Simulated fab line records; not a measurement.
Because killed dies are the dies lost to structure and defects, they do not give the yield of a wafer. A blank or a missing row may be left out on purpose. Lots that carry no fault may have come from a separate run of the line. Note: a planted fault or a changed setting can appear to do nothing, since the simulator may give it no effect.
The tool behind it: which one? / flow n5-finfet / Sampling: 10 lots, 28 wafers, 5 of 1938 route steps

== WHAT THE GAUGES READ, wafer by wafer ==
N5_BEOL_M2_INSPECT_13: inspects for defects (brightfield). Usual: raw-defect-count at 394, with a standard deviation of 100.
lot=L860; measured=day 6 11:38; on=defect-inspect-01; raw-defect-count=351 186; flag=
lot=L863; measured=day 7 03:21; on=defect-inspect-02; raw-defect-count=366 396 386; flag=
lot=L864; measured=day 7 11:57; on=defect-inspect-01; raw-defect-count=359 498 422; flag=
lot=L865; measured=day 7 15:02; on=defect-inspect-01; raw-defect-count=527 320 419; flag=
lot=L869; measured=day 8 17:43; on=defect-inspect-02; raw-defect-count=356 384 404; flag=
lot=L871; measured=day 9 03:38; on=defect-inspect-01; raw-defect-count=393 380; flag=
lot=L875; measured=day 10 05:26; on=defect-inspect-01; raw-defect-count=499 321 363; flag=
lot=L873; measured=day 10 05:38; on=defect-inspect-01; raw-defect-count=349 340 312; flag=
lot=L876; measured=day 10 12:12; on=defect-inspect-01; raw-defect-count=249 301 293; flag=
lot=L881; measured=day 13 14:50; on=defect-inspect-01; raw-defect-count=274 316 258; flag=

N5_BEOL_M2_CD_MEAS_18: pitch 36 nm, target cd 18 nm. Usual: cd-nm at 17.9 nm, with a standard deviation of 0.33.
lot=L860; measured=day 6 12:07; on=cd-sem-03; cd-nm (nm)=17.5 17.8; flag=
lot=L863; measured=day 7 03:50; on=cd-sem-02; cd-nm (nm)=18.3 18.3 17.8; flag=
lot=L864; measured=day 7 13:07; on=cd-sem-03; cd-nm (nm)=17.8 17.2 17.6; flag=
lot=L865; measured=day 7 16:29; on=cd-sem-02; cd-nm (nm)=17.7 17.8 17.9; flag=
lot=L869; measured=day 8 18:41; on=cd-sem-03; cd-nm (nm)=18.6 18.1 18.1; flag=
lot=L871; measured=day 9 04:19; on=cd-sem-01; cd-nm (nm)=17.8 17.4; flag=
lot=L875; measured=day 10 06:02; on=cd-sem-02; cd-nm (nm)=17.9 17.5 17.8; flag=
lot=L873; measured=day 10 06:11; on=cd-sem-02; cd-nm (nm)=17.6 17.4 17.6; flag=
lot=L876; measured=day 10 12:54; on=cd-sem-02; cd-nm (nm)=18.0 17.8 18.0; flag=
lot=L881; measured=day 13 15:19; on=cd-sem-02; cd-nm (nm)=18.0 18.4 18.5; flag=

N5_BEOL_M4_RC_MEAS_101. Usual: DIBL_N 36.3 mV/V, standard deviation 2.2; DIBL_P 36.0 mV/V, standard deviation 2.4; IOFF_N 0.16 nA/um, standard deviation 0.042; IOFF_P 0.22 nA/um, standard deviation 0.041; ION_N 672 uA/um, standard deviation 14; ION_P 462 uA/um, standard deviation 7.9; SS_N 71.7 mV/dec, standard deviation 0.76; SS_P 73.3 mV/dec, standard deviation 0.72; VT_N 250 mV, standard deviation 3.6; VT_P -249 mV, standard deviation 3.
lot=L860; measured=day 7 23:23; on=prober-02; DIBL_N (mV/V)=37.2 36.3; DIBL_P (mV/V)=38.0 36.5; IOFF_N (nA/um)=0.19 0.16; IOFF_P (nA/um)=0.24 0.21; ION_N (uA/um)=680 661; ION_P (uA/um)=463 459; SS_N (mV/dec)=72.1 71.8; SS_P (mV/dec)=74.9 73.9; VT_N (mV)=245 253; VT_P (mV)=-252 -251; flag=
lot=L863; measured=day 8 12:30; on=prober-01; DIBL_N (mV/V)=34.9 34.7 34.9; DIBL_P (mV/V)=34.5 34.2 34.7; IOFF_N (nA/um)=0.14 0.14 0.15; IOFF_P (nA/um)=0.20 0.20 0.20; ION_N (uA/um)=668 670 678; ION_P (uA/um)=463 463 467; SS_N (mV/dec)=72.2 71.0 71.4; SS_P (mV/dec)=73.3 73.2 73.4; VT_N (mV)=249 249 247; VT_P (mV)=-248 -250 -246; flag=
lot=L864; measured=day 8 23:58; on=prober-02; DIBL_N (mV/V)=37.0 38.0 37.0; DIBL_P (mV/V)=38.2 38.6 37.7; IOFF_N (nA/um)=0.18 0.19 0.17; IOFF_P (nA/um)=0.25 0.25 0.24; ION_N (uA/um)=675 666 676; ION_P (uA/um)=465 454 470; SS_N (mV/dec)=72.0 72.3 72.0; SS_P (mV/dec)=74.1 73.6 73.1; VT_N (mV)=248 246 247; VT_P (mV)=-249 -251 -249; flag=
lot=L865; measured=day 9 02:52; on=prober-02; DIBL_N (mV/V)=40.6 41.0 41.2; DIBL_P (mV/V)=39.6 40.1 40.5; IOFF_N (nA/um)=0.24 0.25 0.27; IOFF_P (nA/um)=0.30 0.30 0.32; ION_N (uA/um)=690 691 704; ION_P (uA/um)=475 469 477; SS_N (mV/dec)=71.8 72.7 72.2; SS_P (mV/dec)=74.6 74.5 74.6; VT_N (mV)=244 241 241; VT_P (mV)=-245 -244 -246; flag=
lot=L869; measured=day 9 21:14; on=prober-01; DIBL_N (mV/V)=36.6 35.3 34.7; DIBL_P (mV/V)=36.9 34.9 34.5; IOFF_N (nA/um)=0.16 0.14 0.12; IOFF_P (nA/um)=0.21 0.18 0.17; ION_N (uA/um)=660 674 661; ION_P (uA/um)=459 457 461; SS_N (mV/dec)=71.6 71.3 71.5; SS_P (mV/dec)=73.5 73.5 72.8; VT_N (mV)=250 252 255; VT_P (mV)=-249 -254 -252; flag=
lot=L871; measured=day 10 04:07; on=prober-01; DIBL_N (mV/V)=38.3 37.6; DIBL_P (mV/V)=37.9 35.8; IOFF_N (nA/um)=0.18 0.15; IOFF_P (nA/um)=0.26 0.23; ION_N (uA/um)=672 663; ION_P (uA/um)=471 464; SS_N (mV/dec)=72.0 72.1; SS_P (mV/dec)=73.9 73.1; VT_N (mV)=250 253; VT_P (mV)=-249 -248; flag=
lot=L875; measured=day 11 09:41; on=prober-02; DIBL_N (mV/V)=34.4 34.4 33.5; DIBL_P (mV/V)=35.2 34.6 34.2; IOFF_N (nA/um)=0.16 0.16 0.14; IOFF_P (nA/um)=0.24 0.23 0.22; ION_N (uA/um)=671 689 668; ION_P (uA/um)=466 475 464; SS_N (mV/dec)=72.1 71.0 70.8; SS_P (mV/dec)=73.3 73.2 72.4; VT_N (mV)=250 247 252; VT_P (mV)=-245 -244 -246; flag=
lot=L873; measured=day 11 12:07; on=prober-02; DIBL_N (mV/V)=36.8 35.6 35.8; DIBL_P (mV/V)=36.9 35.2 34.2; IOFF_N (nA/um)=0.16 0.14 0.12; IOFF_P (nA/um)=0.25 0.22 0.20; ION_N (uA/um)=674 661 643; ION_P (uA/um)=469 463 445; SS_N (mV/dec)=72.6 71.7 72.1; SS_P (mV/dec)=73.8 73.7 73.2; VT_N (mV)=249 252 255; VT_P (mV)=-247 -248 -250; flag=
lot=L876; measured=day 12 21:29; on=prober-01; DIBL_N (mV/V)=38.7 36.1 37.1; DIBL_P (mV/V)=37.8 35.1 34.7; IOFF_N (nA/um)=0.20 0.13 0.14; IOFF_P (nA/um)=0.27 0.21 0.22; ION_N (uA/um)=682 671 649; ION_P (uA/um)=466 471 452; SS_N (mV/dec)=72.4 70.9 72.4; SS_P (mV/dec)=74.4 72.9 73.1; VT_N (mV)=246 253 254; VT_P (mV)=-247 -249 -250; flag=
lot=L881; measured=day 15 06:28; on=prober-01; DIBL_N (mV/V)=33.2 34.1 33.4; DIBL_P (mV/V)=34.8 35.7 34.9; IOFF_N (nA/um)=0.14 0.15 0.14; IOFF_P (nA/um)=0.19 0.19 0.20; ION_N (uA/um)=674 685 672; ION_P (uA/um)=468 470 465; SS_N (mV/dec)=70.5 71.1 71.2; SS_P (mV/dec)=72.9 72.8 72.7; VT_N (mV)=251 249 250; VT_P (mV)=-251 -251 -250; flag=

== WHICH TOOL RAN EACH LOT (tool, then ch and the chambers of the sampled wafers, then the start) ==
lot=L860; N5_BEOL_M2_ALD_98=ald-sin-01 ch 0,2, day 6 12:41; N5_BEOL_M2_ETCH_41=rie-diel-05 ch 1,2, day 7 23:23 or earlier
lot=L863; N5_BEOL_M2_ALD_98=ald-sin-02 ch 1,3, day 7 04:24; N5_BEOL_M2_ETCH_41=rie-diel-01 ch 0,2, day 8 12:30 or earlier
lot=L864; N5_BEOL_M2_ALD_98=ald-sin-04 ch 0,1,3, day 7 14:48; N5_BEOL_M2_ETCH_41=rie-diel-03 ch 0,1, day 8 23:58 or earlier
lot=L865; N5_BEOL_M2_ALD_98=ald-sin-02 ch 2,3, day 7 18:19; N5_BEOL_M2_ETCH_41=rie-diel-05 ch 0,1,2, day 9 02:52 or earlier
lot=L869; N5_BEOL_M2_ALD_98=ald-sin-02 ch 0,1,2, day 8 20:11; N5_BEOL_M2_ETCH_41=rie-diel-01 ch 2,3, day 9 21:14 or earlier
lot=L871; N5_BEOL_M2_ALD_98=ald-sin-04 ch 0,1, day 9 04:55; N5_BEOL_M2_ETCH_41=rie-diel-03 ch 2,3, day 10 04:07 or earlier
lot=L875; N5_BEOL_M2_ALD_98=ald-sin-02 ch 0,1, day 10 06:37; N5_BEOL_M2_ETCH_41=rie-diel-03 ch 0,1, day 11 09:41 or earlier
lot=L873; N5_BEOL_M2_ALD_98=ald-sin-02 ch 0,1, day 10 06:56; N5_BEOL_M2_ETCH_41=rie-diel-01 ch 2,3, day 11 12:07 or earlier
lot=L876; N5_BEOL_M2_ALD_98=ald-sin-02 ch 1,2, day 10 13:37; N5_BEOL_M2_ETCH_41=rie-diel-03 ch 1,3, day 12 21:29 or earlier
lot=L881; N5_BEOL_M2_ALD_98=ald-sin-04 ch 1,2,3, day 13 15:53; N5_BEOL_M2_ETCH_41=rie-diel-01 ch 1,2, day 15 06:28 or earlier
- N5_BEOL_M2_ALD_98: deposits SiO2, target thk 2.5 nm, pulse time 1 s, co reactant pulse time 1 s.
- N5_BEOL_M2_ETCH_41: etches SiCN in CH3F/O2, target depth 29.9 nm, time 52.5 s.

== AS READ BY THE TOOLS THEMSELVES (means over the sampled wafers that have a number; for cases with no such wafer, the mark the record gives instead) ==
N5_BEOL_M2_ALD_98. Usual: heater-power-w 81 W, standard deviation 5.9; precursor-pulse-height-rel 0.995, standard deviation 0.017; susceptor-temp-C 100.01 C, standard deviation 0.13.
lot=L860; tool=ald-sin-01; heater-power-w (W)=79; precursor-pulse-height-rel=0.974; susceptor-temp-C (C)=99.93; flag=
lot=L863; tool=ald-sin-02; heater-power-w (W)=81; precursor-pulse-height-rel=0.974; susceptor-temp-C (C)=99.99; flag=
lot=L864; tool=ald-sin-04; heater-power-w (W)=81; precursor-pulse-height-rel=1.001; susceptor-temp-C (C)=100.01; flag=
lot=L865; tool=ald-sin-02; heater-power-w (W)=82; precursor-pulse-height-rel=1.001; susceptor-temp-C (C)=99.94; flag=
lot=L869; tool=ald-sin-02; heater-power-w (W)=80; precursor-pulse-height-rel=1.014; susceptor-temp-C (C)=99.98; flag=
lot=L871; tool=ald-sin-04; heater-power-w (W)=90; precursor-pulse-height-rel=0.986; susceptor-temp-C (C)=99.90; flag=
lot=L875; tool=ald-sin-02; heater-power-w (W)=80; precursor-pulse-height-rel=1.000; susceptor-temp-C (C)=99.94; flag=
lot=L873; tool=ald-sin-02; heater-power-w (W)=79; precursor-pulse-height-rel=0.987; susceptor-temp-C (C)=99.92; flag=
lot=L876; tool=ald-sin-02; heater-power-w (W)=85; precursor-pulse-height-rel=1.002; susceptor-temp-C (C)=100.06; flag=
lot=L881; tool=ald-sin-04; heater-power-w (W)=81; precursor-pulse-height-rel=0.991; susceptor-temp-C (C)=99.99; flag=

N5_BEOL_M2_ETCH_41. Usual: drypump-motor-current-A 5.8 A, standard deviation 0.41; oes-product-au 0.78 a.u., standard deviation 0.11; rf-vpp-V 297.4 V, standard deviation 1.7; showerhead-plenum-p-Torr 2.01 Torr, standard deviation 0.076; throttle-valve-pct 16.33 %, standard deviation 0.27.
lot=L860; tool=rie-diel-05; drypump-motor-current-A (A)=5.8; oes-product-au (a.u.)=0.71; rf-vpp-V (V)=298.5; showerhead-plenum-p-Torr (Torr)=2.02; throttle-valve-pct (%)=16.52; flag=
lot=L863; tool=rie-diel-01; drypump-motor-current-A (A)=5.2; oes-product-au (a.u.)=0.83; rf-vpp-V (V)=298.1; showerhead-plenum-p-Torr (Torr)=2.07; throttle-valve-pct (%)=16.16; flag=
lot=L864; tool=rie-diel-03; drypump-motor-current-A (A)=6.2; oes-product-au (a.u.)=0.69; rf-vpp-V (V)=298.5; showerhead-plenum-p-Torr (Torr)=2.03; throttle-valve-pct (%)=16.44; flag=
lot=L865; tool=rie-diel-05; drypump-motor-current-A (A)=5.9; oes-product-au (a.u.)=0.71; rf-vpp-V (V)=297.2; showerhead-plenum-p-Torr (Torr)=1.98; throttle-valve-pct (%)=16.44; flag=
lot=L869; tool=rie-diel-01; drypump-motor-current-A (A)=5.6; oes-product-au (a.u.)=0.91; rf-vpp-V (V)=298.9; showerhead-plenum-p-Torr (Torr)=2.10; throttle-valve-pct (%)=16.38; flag=
lot=L871; tool=rie-diel-03; drypump-motor-current-A (A)=5.2; oes-product-au (a.u.)=0.70; rf-vpp-V (V)=296.1; showerhead-plenum-p-Torr (Torr)=1.94; throttle-valve-pct (%)=16.66; flag=
lot=L875; tool=rie-diel-03; drypump-motor-current-A (A)=6.1; oes-product-au (a.u.)=0.85; rf-vpp-V (V)=297.3; showerhead-plenum-p-Torr (Torr)=1.99; throttle-valve-pct (%)=15.99; flag=
lot=L873; tool=rie-diel-01; drypump-motor-current-A (A)=5.6; oes-product-au (a.u.)=0.87; rf-vpp-V (V)=299.0; showerhead-plenum-p-Torr (Torr)=2.06; throttle-valve-pct (%)=16.26; flag=
lot=L876; tool=rie-diel-03; drypump-motor-current-A (A)=5.5; oes-product-au (a.u.)=0.78; rf-vpp-V (V)=295.6; showerhead-plenum-p-Torr (Torr)=1.92; throttle-valve-pct (%)=16.32; flag=
lot=L881; tool=rie-diel-01; drypump-motor-current-A (A)=5.7; oes-product-au (a.u.)=0.82; rf-vpp-V (V)=298.0; showerhead-plenum-p-Torr (Torr)=2.02; throttle-valve-pct (%)=16.15; flag=

== THE ANSWER, worked out from the rows above alone ==
Rule: a lot counts as off when the mean over its wafers that have a number is more than 3 standard deviations away from the usual mean. Also off: a lot with no number at a reading for which 4 or more lots have one. The other lots that the step has rows for count as sound. After the gauges, taken in route order, come the tools' own readings; for these a lot's mean is taken, as printed above. At the first step where some lot is off, the reading lying furthest off is the one used; lots without a number count as furthest.
Across all readings shown, no lot is off: no conclusion can be drawn from this.

== WHAT THE SIMULATOR HAD INSERTED ==
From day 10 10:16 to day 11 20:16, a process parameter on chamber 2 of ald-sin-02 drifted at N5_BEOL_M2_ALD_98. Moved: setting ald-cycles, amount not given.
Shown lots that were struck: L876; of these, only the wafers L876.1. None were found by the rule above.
